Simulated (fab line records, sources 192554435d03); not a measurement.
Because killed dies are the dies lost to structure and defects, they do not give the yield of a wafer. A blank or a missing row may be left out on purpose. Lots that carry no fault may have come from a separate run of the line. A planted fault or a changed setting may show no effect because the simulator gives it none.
fab line records ; flow n5Finfet
record lots=5; wafers=15; lastDay=18
route steps=1938 shown BEOL_M13@1693
lots untouched by any fault: they come from a run of this same line in which no faults occurred
startH: the number of hours between the record's first day and the start of the first shown wafer of the lot ; waitH: hours since the lot's step before ; " as in the row above ; L1.1+2: one row covering several wafers at once ; - value missing, or start not given ; * or withheld: withheld ; < > ~ a bound
route shown NAME@n: NAME is a module with steps in the file, n the number in the route of the first one ; usual: average and standard deviation across the fault-free wafers ; same: alike in all rows ; chamber/n: place in a boat ; sites: the reading at each site ; _std_site: the values' standard deviation ; _edge_site: the outer-site mean with the inner-site mean subtracted ; radiusMm: how far each site lies from the wafer's centre ; mask NAME#n: copy n ; behind: the most recent tool/chamber to have shaped the wafer ; hold: why the lot went on hold/how many hours it stayed there/how the hold came to an end ; device: whichever transistor did not switch (one of n, p or np) ; end of line: the tests these same wafers got at the end of their route ; a step without rows: its recipe alone ; killed: the dies lost at the first sort to structure and to defects; this is not the yield of the wafer ; map: a wafer's dies, marking killed ones x, the rest . and places with no die _
set.NAME: setting as actually run; set.NAME@STEP: the setting as run at that earlier step ; model.NAME: the simulator's own value behind a step, which no gauge read
certain route steps with their lots: each step a table, each wafer a row
services: the hour from which a tool's chamber was out of use, counted from the record's first day as startH (under 0 if before that day), plus the number of hours and why
## steps
# step N5_BEOL_M13_ETCH_67
# recipe chemistry=CF4; target=SiARC; targetDepthA=1430; timeS=238.3; ionEnergyEv=80; pressureMtorr=40; sourceW=545; biasW=36; Ar_flow_sccm=100; cf4FlowSccm=100; ends=cleared
# usual cf4FlowSccm=100.0/0.31; chamberPressureMTorr=40.00/0.033; drypumpMotorCurrentA=5.8/0.4; etchRfOnTimeS=239/4.9; oesProductAu=0.67/0.077; rfVppV=184.0/1.2; showerheadPlenumPTorr=2.14/0.071; throttleValvePct=15.61/0.24
lot.wafer;tool;chamber;startH;waitH;cf4FlowSccm;chamberPressureMTorr;drypumpMotorCurrentA;etchRfOnTimeS;oesProductAu;rfHoursCounterH;rfVppV;showerheadPlenumPTorr;throttleValvePct
L190.2;rieDiel-03;3;256.78;0.0;99.7;40.03;5.5;242;0.59;206;184.6;2.21;15.72
L190.3;rieDiel-03;2;256.78;0.0;99.9;40.04;6.1;239;0.64;188;181.9;2.05;15.75
L190.5;rieDiel-03;1;256.78;0.0;99.4;40.02;5.7;237;0.65;-;184.1;2.14;15.45
L198.1;rieDiel-02;1;310.25;0.0;99.9;39.97;6.4;238;0.77;26;183.0;2.10;15.28
L198.2;rieDiel-02;2;310.25;0.0;99.7;40.06;5.8;240;0.63;182;184.5;2.14;15.93
L198.3;rieDiel-02;3;310.25;0.0;100.4;39.97;4.9;231;0.61;244;182.6;2.03;16.08
L204.1;rieDiel-02;0;343.81;0.0;99.9;40.02;5.7;240;0.74;45;184.1;2.16;15.32
L204.2;rieDiel-02;3;343.81;0.0;100.6;40.01;4.9;227;0.88;1;185.9;2.28;15.56
L204.3;rieDiel-02;2;343.81;0.0;99.5;39.97;5.9;239;0.62;194;185.0;2.13;15.95
L210.2;rieDiel-02;0;390.42;0.0;100.3;39.98;5.7;241;0.73;59;183.8;2.16;15.36
L210.3;rieDiel-02;3;390.42;0.0;99.4;39.97;4.9;227;0.83;16;185.3;2.28;15.59
L210.6;rieDiel-02;0;390.42;0.0;100.3;39.98;5.7;242;0.73;-;185.8;2.16;15.37
L211.3;rieDiel-03;1;401.11;0.0;100.0;39.95;5.7;237;0.63;206;184.2;2.12;15.53
L211.4;rieDiel-03;2;401.11;0.0;99.8;39.92;6.0;240;0.61;229;183.4;2.04;15.84
L211.6;rieDiel-03;3;401.11;0.0;99.9;40.00;5.6;244;0.57;-;183.6;2.20;15.81
# step N5_BEOL_M13_ETCH_68
# recipe chemistry=N2/H2; target=SOC; maskMaterial=SiARC; sourceW=3000; biasW=350; tempC=40; timeS=355; ionEnergyEv=200; pressureMtorr=30; n2FlowSccm=200; h2FlowSccm=200
# step N5_BEOL_M13_STRIP_69
# recipe chemistry=N2/H2; tempC=40; n2FlowSccm=200; h2FlowSccm=200; rfFrequencyHz=6e+07
# step N5_BEOL_M13_TRENCH_ETCH_34
# recipe chemistry=C4F8/O2/Ar; target=SiOC; targetDepthA=4134.7; maskMaterial=SOC; pressureMtorr=30; sourceW=3000; biasW=700; Ar_flow_sccm=400; C4F8_flow_sccm=15; O2_flow_sccm=8; heInnerTorr=15; heOuterTorr=30; timeS=162.6; ionEnergyEv=250
# step N5_BEOL_M13_STRIP_70
# recipe chemistry=C4F8/O2/Ar; resist=SiARC; rfFrequencyHz=6e+07
# step N5_BEOL_M13_OCD_MEAS_35
# usual trenchDepthNm=411/4.8
lot.wafer;tool;chamber;startH;waitH;trenchDepthNm
L190.2;ocd-02;-;257.32;0.0;407
L190.3;ocd-02;-;257.32;0.0;407
L190.5;ocd-02;-;257.32;0.0;415
L198.1;ocd-01;-;310.79;0.0;418
L198.2;ocd-01;-;310.79;0.0;413
L198.3;ocd-01;-;310.79;0.0;411
L204.1;ocd-02;-;344.35;0.0;403
L204.2;ocd-02;-;344.35;0.0;415
L204.3;ocd-02;-;344.35;0.0;406
L210.2;ocd-01;-;390.96;0.0;405
L210.3;ocd-01;-;390.96;0.0;412
L210.6;ocd-01;-;390.96;0.0;406
L211.3;ocd-01;-;401.65;0.0;415
L211.4;ocd-01;-;401.65;0.0;413
L211.6;ocd-01;-;401.65;0.0;414
# step N5_BEOL_M13_STRIP_37
# recipe chemistry=N2/H2; powerW=1000; tempC=250; h2Frac=0.65; overashFraction=0.3; pressureMtorr=withheld; n2FlowSccm=1750; h2FlowSccm=3250
# step N5_BEOL_M13_ETCH_38
# recipe chemistry=CF4/N2; target=SiCN; targetDepthA=675; taperDeg=2; timeS=71.9; ionEnergyEv=150; maskMaterial=SiO2; pressureMtorr=40; sourceW=430; biasW=70; Ar_flow_sccm=100; cf4FlowSccm=60; n2FlowSccm=60
# usual cf4FlowSccm=60.02/0.18; chamberPressureMTorr=40.00/0.043; drypumpMotorCurrentA=5.7/0.41; oesProductAu=0.78/0.087; rfVppV=381.9/2; showerheadPlenumPTorr=2.19/0.074; throttleValvePct=15.46/0.25
lot.wafer;tool;chamber;startH;waitH;cf4FlowSccm;chamberPressureMTorr;drypumpMotorCurrentA;oesProductAu;rfHoursCounterH;rfVppV;showerheadPlenumPTorr;throttleValvePct
L190.2;rieDiel-03;3;260.87;-;59.80;40.02;5.5;0.69;208;384.2;2.28;15.56
L190.3;rieDiel-03;0;260.87;-;60.11;39.96;6.0;0.82;75;381.2;2.14;15.21
L190.5;rieDiel-03;0;260.87;-;59.97;40.05;6.0;0.81;-;381.7;2.14;15.22
L198.1;rieDiel-02;3;312.57;-;59.91;39.98;4.9;0.71;245;379.5;2.08;15.87
L198.2;rieDiel-02;1;312.57;-;60.25;40.00;6.4;0.90;28;380.2;2.16;15.13
L198.3;rieDiel-02;2;312.57;-;60.19;40.04;5.8;0.74;184;383.8;2.20;15.77
L204.1;rieDiel-03;2;347.65;-;60.11;40.02;6.0;0.73;214;378.2;2.10;15.63
L204.2;rieDiel-03;1;347.65;-;60.31;40.00;5.7;0.74;191;381.2;2.19;15.36
L204.3;rieDiel-03;3;347.65;-;59.99;39.97;5.5;0.67;232;383.6;2.27;15.59
L210.2;rieDiel-02;3;394.41;-;59.87;40.01;4.9;0.96;17;386.0;2.34;15.40
L210.3;rieDiel-02;0;394.41;-;60.49;39.97;5.7;0.86;60;382.4;2.23;15.22
L210.6;rieDiel-02;1;394.41;-;59.93;39.97;6.3;0.86;-;380.4;2.15;15.17
L211.3;rieDiel-04;2;403.39;-;60.27;39.98;5.8;0.69;233;380.8;2.18;15.64
L211.4;rieDiel-04;0;403.39;-;59.90;39.98;5.5;0.94;20;385.4;2.34;15.26
L211.6;rieDiel-04;0;403.39;-;59.85;39.98;5.5;0.94;-;387.0;2.34;15.27
# step N5_BEOL_M13_PRECLEAN_39
# recipe chemistry=residueRemover; timeS=60; tempC=40
# step N5_BEOL_M13_SRD_40
# recipe timeS=30; tempC=23; rinseLiquid=diw; dry=n2Spin; spinRpm=1500; dryTimeS=30
# step N5_BEOL_M13_DEGAS_41
# recipe ambient=vacuum; tempC=250; timeS=60
# usual heaterPowerW=342/29; susceptorTempC=250.00/0.18
lot.wafer;tool;chamber;startH;waitH;heaterPowerW;susceptorTempC
L190.2;pvdSputter-01;-;261.19;0.1;361;249.99
L190.3;pvdSputter-01;-;261.19;0.1;295;249.89
L190.5;pvdSputter-01;-;261.19;0.1;352;250.08
L198.1;pvdSputter-01;-;312.94;0.2;301;249.91
L198.2;pvdSputter-01;-;312.94;0.2;366;250.25
L198.3;pvdSputter-01;-;312.94;0.2;370;249.99
L204.1;pvdSputter-02;-;348.09;0.3;302;249.87
L204.2;pvdSputter-02;-;348.09;0.3;356;249.82
L204.3;pvdSputter-02;-;348.09;0.3;394;249.95
L210.2;pvdSputter-01;-;394.75;0.2;368;249.84
L210.3;pvdSputter-01;-;394.75;0.2;357;250.34
L210.6;pvdSputter-01;-;394.75;0.2;297;250.14
L211.3;pvdSputter-01;-;403.98;0.4;360;249.94
L211.4;pvdSputter-01;-;403.98;0.4;360;249.78
L211.6;pvdSputter-01;-;403.98;0.4;358;249.99
# step N5_BEOL_M13_PRE_CLEAN_42
# recipe gas=H2/He; timeS=30; tempC=250
# step N5_BEOL_M13_SPUTTER_43
# recipe material=TaN; targetThkA=150; tempC=50; biasV=168.6; powerW=15000; chamberPressurePa=0.12; timeS=24.19
# usual cathodeDcPowerW=15000/3; susceptorTempC=50.01/0.12; throttleValvePct=30.2/1
lot.wafer;tool;chamber;startH;waitH;cathodeDcPowerW;susceptorTempC;throttleValvePct;model.TaN_of_BEOL_M13_SPUTTER_43.thkNm
L190.2;pvdSputter-01;-;261.27;0.0;15001;50.08;29.7;14.8
L190.3;pvdSputter-01;-;261.27;0.0;14997;49.96;30.7;14.6
L190.5;pvdSputter-01;-;261.27;0.0;14994;49.64;29.8;14.8
L198.1;pvdSputter-01;-;313.02;0.0;15004;50.05;30.9;14.8
L198.2;pvdSputter-01;-;313.02;0.0;17478;50.01;32.0;17.2
L198.3;pvdSputter-01;-;313.02;0.0;15000;50.10;29.8;15.2
L204.1;pvdSputter-02;-;348.17;0.0;15002;49.95;31.1;15.2
L204.2;pvdSputter-02;-;348.17;0.0;14994;50.11;28.7;15
L204.3;pvdSputter-02;-;348.17;0.0;15002;49.89;28.2;15
L210.2;pvdSputter-01;-;394.83;0.0;14999;49.93;30.1;15
L210.3;pvdSputter-01;-;394.83;0.0;14998;50.15;32.0;14.8
L210.6;pvdSputter-01;-;394.83;0.0;14999;50.06;30.8;14.8
L211.3;pvdSputter-01;-;404.06;0.0;14998;49.89;30.0;15
L211.4;pvdSputter-01;-;404.06;0.0;15001;50.34;32.1;14.8
L211.6;pvdSputter-01;-;404.06;0.0;15002;50.03;29.9;15
# step N5_BEOL_M13_SPUTTER_44
# recipe material=Ta; targetThkA=100; tempC=50; biasV=80; powerW=15000; chamberPressurePa=0.07; timeS=16.13
# usual cathodeDcPowerW=15000/2.6; susceptorTempC=49.99/0.11; throttleValvePct=30.2/1
lot.wafer;tool;chamber;startH;waitH;cathodeDcPowerW;susceptorTempC;throttleValvePct
L190.2;pvdSputter-01;-;261.35;0.0;15000;49.88;29.9
L190.3;pvdSputter-01;-;261.35;0.0;15002;49.97;30.8
L190.5;pvdSputter-01;-;261.35;0.0;15002;50.18;29.8
L198.1;pvdSputter-01;-;313.10;0.0;14995;49.75;30.9
L198.2;pvdSputter-01;-;313.10;0.0;15003;50.05;32.1
L198.3;pvdSputter-01;-;313.10;0.0;15002;50.11;30.1
L204.1;pvdSputter-02;-;348.25;0.0;15001;49.99;31.1
L204.2;pvdSputter-02;-;348.25;0.0;14995;50.14;28.5
L204.3;pvdSputter-02;-;348.25;0.0;14997;50.01;27.9
L210.2;pvdSputter-01;-;394.91;0.0;15003;49.98;29.5
L210.3;pvdSputter-01;-;394.91;0.0;15001;50.00;32.1
L210.6;pvdSputter-01;-;394.91;0.0;15001;50.15;30.5
L211.3;pvdSputter-01;-;404.14;0.0;14996;50.16;29.6
L211.4;pvdSputter-01;-;404.14;0.0;14997;49.97;31.9
L211.6;pvdSputter-01;-;404.14;0.0;14999;50.07;29.5
# step N5_BEOL_M13_SPUTTER_45
# recipe material=Cu; targetThkA=800; tempC=-20; biasV=60; powerW=26000; chamberPressurePa=0.13; timeS=13.33
# usual cathodeDcPowerW=26000/4.6; susceptorTempC=-19.99/0.11; throttleValvePct=30.2/1
lot.wafer;tool;chamber;startH;waitH;cathodeDcPowerW;susceptorTempC;throttleValvePct
L190.2;pvdSputter-01;-;261.43;0.0;25999;-19.97;29.8
L190.3;pvdSputter-01;-;261.43;0.0;25997;-20.02;31.0
L190.5;pvdSputter-01;-;261.43;0.0;26000;-20.00;29.9
L198.1;pvdSputter-01;-;313.18;0.0;26002;-19.85;31.0
L198.2;pvdSputter-01;-;313.18;0.0;25992;-20.04;32.1
L198.3;pvdSputter-01;-;313.18;0.0;26007;-20.04;29.7
L204.1;pvdSputter-02;-;348.33;0.0;25999;-20.04;31.1
L204.2;pvdSputter-02;-;348.33;0.0;26002;-19.95;28.9
L204.3;pvdSputter-02;-;348.33;0.0;26004;-19.75;28.1
L210.2;pvdSputter-01;-;394.99;0.0;25998;-20.12;29.8
L210.3;pvdSputter-01;-;394.99;0.0;25999;-20.22;32.2
L210.6;pvdSputter-01;-;394.99;0.0;26001;-19.95;31.0
L211.3;pvdSputter-01;-;404.22;0.0;26003;-20.09;29.9
L211.4;pvdSputter-01;-;404.22;0.0;26002;-20.10;32.1
L211.6;pvdSputter-01;-;404.22;0.0;25998;-19.82;29.7
# step N5_BEOL_M13_ECD_47
# recipe material=Cu; targetThkA=9360
# step N5_BEOL_M13_ANNEAL_48
# recipe tempC=225; timeS=90; ambient=N2
# step N5_BEOL_M13_CMP_49
# recipe stopOn=SiOC; tOverpolishS=17.1; downForcePsi=1; platenRpm=50; clearingPlatenDownForcePsi=1.5; clearingPlatenRpm=50; postCmpClean=cuAlkaline; targetThkNm=420; clearingPlatenPadVelocityMS=0.99484; padVelocityMS=0.99484
# usual barrierFieldEndpointS=30.7/0.83; motorCurrentA=6.3/0.65; platenRpm=50.00/0.037
lot.wafer;tool;chamber;startH;waitH;barrierFieldEndpointS;motorCurrentA;platenRpm
L190.3;cmp-04;2;262.43;0.2;30.5;5.8;50.02
L190.2;cmp-04;0;262.43;0.2;30.7;7.5;50.01
L190.5;cmp-04;3;262.43;0.2;30.2;6.6;49.97
L198.2;cmp-04;1;314.10;0.2;34.8;6.0;50.08
L198.3;cmp-04;2;314.10;0.2;31.7;5.7;50.03
L198.1;cmp-04;3;314.10;0.2;30.6;6.9;50.05
L204.3;cmp-01;3;348.93;0.2;30.0;6.9;49.96
L204.1;cmp-01;0;348.93;0.2;30.7;5.4;50.03
L204.2;cmp-01;2;348.93;0.2;31.0;6.9;50.02
L210.2;cmp-03;1;395.86;0.3;30.9;5.4;50.01
L210.3;cmp-03;3;395.86;0.3;29.8;5.4;49.99
L210.6;cmp-03;1;395.86;0.3;31.2;5.3;50.03
L211.3;cmp-04;2;404.80;0.2;30.5;5.9;50.04
L211.4;cmp-04;0;404.80;0.2;30.4;7.0;50.03
L211.6;cmp-04;2;404.80;0.2;30.7;5.8;49.97
# step N5_BEOL_M13_THK_MEAS_50
# recipe thkMeasGauge=xrf; reads=Cu_of_BEOL_M13_ECD_47
# usual M13_THK=416/5.7
lot.wafer;tool;chamber;startH;waitH;M13_THK[nm]
L190.2;filmMetro-01;-;262.73;-;410
L190.3;filmMetro-01;-;262.73;-;412
L190.5;filmMetro-01;-;262.73;-;420
L198.1;filmMetro-01;-;314.39;-;420
L198.2;filmMetro-01;-;314.39;-;417
L198.3;filmMetro-01;-;314.39;-;416
L204.1;filmMetro-02;-;349.22;-;407
L204.2;filmMetro-02;-;349.22;-;417
L204.3;filmMetro-02;-;349.22;-;409
L210.2;filmMetro-02;-;396.13;0.2;411
L210.3;filmMetro-02;-;396.13;0.2;418
L210.6;filmMetro-02;-;396.13;0.2;411
L211.3;filmMetro-02;-;405.10;-;422
L211.4;filmMetro-02;-;405.10;-;421
L211.6;filmMetro-02;-;405.10;-;419
## services
tool;chamber;startH;hours;kind
cmp-01;-;240.40;0.8;repair
cmp-03;-;240.84;7.0;pm
cmp-04;-;249.13;2.6;repair
rieDiel-02;1;257.11;6.0;repair
cmp-01;-;262.66;2.6;repair
cmp-01;-;269.90;1.7;repair
cmp-03;-;279.49;4.0;pm
rieDiel-04;0;284.54;18.3;repair
rieDiel-02;3;293.80;6.4;repair
cmp-04;-;300.89;0.4;repair
pvdSputter-02;-;310.46;4.5;repair
rieDiel-03;0;318.87;4.7;repair
pvdSputter-02;-;324.98;1.7;repair
rieDiel-03;0;325.59;3.4;repair
cmp-04;-;325.59;4.0;pm
pvdSputter-02;-;343.85;3.3;repair
rieDiel-04;1;350.14;7.9;repair
cmp-01;-;351.43;0.8;repair
cmp-03;-;370.38;0.9;repair
rieDiel-04;0;378.54;9.7;repair
pvdSputter-01;-;379.91;5.9;repair
cmp-04;-;388.25;0.5;repair
pvdSputter-02;-;392.32;6.4;repair
pvdSputter-01;-;398.43;1.6;repair
## key
firstSign step=N5_BEOL_M13_SPUTTER_43; reading=cathodeDcPowerW; direction=up; sigmas=99+; usual=*; struck=*
effect step=N5_BEOL_M13_CMP_49; reading=barrierFieldEndpointS; direction=up; sigmas=5; usual=30.7; struck=34.8
modelEffect step=N5_BEOL_M13_SPUTTER_43; value=TaN_of_BEOL_M13_SPUTTER_43.thkNm; without=14.8; struck=17.2
metAt N5_BEOL_M13_SPUTTER_43
struckWafers L198.2
fault kind=processParameterDrift; tool=pvdSputter-01; chamber=-; onsetH=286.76; steps=N5_BEOL_M13_SPUTTER_43; channel=powerW; offset=*; shape=step; endH=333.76; actsIn=*; stated=*; scope=struckWafersOnly
